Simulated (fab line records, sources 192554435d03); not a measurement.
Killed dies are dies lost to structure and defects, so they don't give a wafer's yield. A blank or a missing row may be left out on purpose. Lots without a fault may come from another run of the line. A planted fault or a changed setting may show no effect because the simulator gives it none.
A struck lot beside a sound one | flow n5_finfet | 16 steps out of a route of 1938
Sound: wafers L504.2, L504.4, L504.5. Struck: wafer L521.6. (L521.3, L521.5 of the same lot were not struck and are left out.) The cause comes at the end.
At each step with rows: each side's tool, then ch and its chambers, then its first start. Under that, the readings that differ: sound wafers | struck wafers | difference of the means | sigmas: that difference in standard deviations of wafers without a fault.
alike: readings whose means differ by less than 2 such deviations, and words and numbers that are the same on both sides. not compared: withheld readings, readings that some wafer has no value for, bounds like >300 that may hide the same value, and numbers for which the record gives no deviation and whose values overlap.
The two part at a step that has a row with sigmas, a row that says differs or no value, or rows on one side only. Numbers that don't overlap but have no deviation are shown without sigmas and don't part them. A reading that every wafer of one side lacks parts them only if that side has two wafers or more.

first, 7 steps without rows for these wafers: N5_BEOL_M2_COAT_76 (time 60 s, resist thk 5 nm); N5_BEOL_M2_COAT_22 (resist thk 30 nm); N5_BEOL_M2_EBR_24; N5_BEOL_M2_SOFTBAKE_23 (time 60 s); N5_BEOL_M2_EXPOSE_25 (exposes mask V1, defocus 5 nm); N5_BEOL_M2_PEB_26 (peb time 60 s); N5_BEOL_M2_DEVELOP_27 (develop time 30 s).
N5_BEOL_M2_CD_MEAS_28: target cd 26.2 nm, target cd y 24.1 nm.
  sound on cd_sem-02 ch 0, day 7 09:25; struck on cd_sem-03 ch 0, day 12 03:43
  reading    | sound             | struck | difference | sigmas
  cd_nm (nm) | 25.75 25.99 25.87 | 26.37  | +0.50      | +2
N5_BEOL_M2_OVL_MEAS_29:
  sound on overlay-02 ch 0, day 7 09:26; struck on overlay-01 ch 0, day 12 03:46
  alike: V1_OVL
N5_BEOL_M2_INSPECT_30: inspects for defects (brightfield).
  sound on defect_inspect-02, day 7 09:30; struck on defect_inspect-02, day 12 03:49
  alike: raw_defect_count
N5_BEOL_M2_DESCUM_33: chemistry O2, time 7 s.
  sound on rie_diel-05 ch 1,2, day 7 09:32; struck on rie_diel-01 ch 0, day 12 03:50
  alike: drypump_motor_current_A, oes_product_au, rf_fwd_power_W, rf_vpp_V, showerhead_plenum_p_Torr, throttle_valve_pct
  not compared: rf_hours_counter_h
N5_BEOL_M2_ETCH_77: etches underlayer in N2/H2, target depth 6.5 nm, time 5.2 s.
  sound on rie_diel-05 ch 1,2, day 7 09:34; struck on rie_diel-01 ch 0, day 12 03:53
  reading               | sound             | struck | difference | sigmas
  etch_rf_on_time_s (s) | 5.11 5.09 4.81    | 5.36   | +0.36      | +2
  rf_fwd_power_W (W)    | 819.0 814.8 821.7 | 812.2  | -6.3       | -2
  alike: bias_w, drypump_motor_current_A, oes_product_au, rf_vpp_V, showerhead_plenum_p_Torr, throttle_valve_pct
  not compared: rf_hours_counter_h
N5_BEOL_M2_ETCH_69: etches SiARC in CF4, target depth 15.6 nm, time 26 s.
  sound on rie_diel-05 ch 1,2, day 7 09:35; struck on rie_diel-01 ch 0, day 12 03:53
  reading               | sound             | struck | difference | sigmas
  bias_w (W)            | 35.96 36.09 36.07 | 28.67  | -7.37      | -78
  etch_rf_on_time_s (s) | 25.6 25.4 24.4    | 28.5   | +3.4       | +5
  oes_product_au (a.u.) | 0.73 0.74 0.78    | 0.63   | -0.12      | -2
  rf_vpp_V (V)          | 183.9 182.9 185.7 | 158.0  | -26.2      | -24
  alike: drypump_motor_current_A, rf_fwd_power_W, showerhead_plenum_p_Torr, throttle_valve_pct
  not compared: rf_hours_counter_h
N5_BEOL_M2_ALD_98: deposits SiO2, target thk 2.5 nm, pulse time 1 s, co reactant pulse time 1 s.
  sound on ald_sin-04 ch 0,2, day 7 10:07; struck on ald_sin-01 ch 3, day 12 04:43
  reading            | sound    | struck | difference | sigmas
  heater_power_w (W) | 93 93 95 | 71     | -23        | -3
  alike: precursor_pulse_height_rel
N5_BEOL_M4_RC_MEAS_101:
  sound on prober-01 ch 0, day 8 19:48; struck on prober-02 ch 0, day 13 19:25
  reading       | sound       | struck | difference | sigmas
  ION_N (uA/um) | 656 670 696 | 703    | +29        | +3
  ION_P (uA/um) | 455 464 475 | 482    | +17        | +2
  alike: DIBL_N, DIBL_P, IOFF_N, IOFF_P, SS_N, SS_P, VT_N, VT_P
N5_PASSIVATION_PROBE_49:
  the record has rows for the sound wafers here (prober-02, day 13 01:10) and none for the struck ones

WHERE THEY PART
First at N5_BEOL_M2_CD_MEAS_28; last, within this record, at N5_PASSIVATION_PROBE_49.

WHY: what the simulator had put in
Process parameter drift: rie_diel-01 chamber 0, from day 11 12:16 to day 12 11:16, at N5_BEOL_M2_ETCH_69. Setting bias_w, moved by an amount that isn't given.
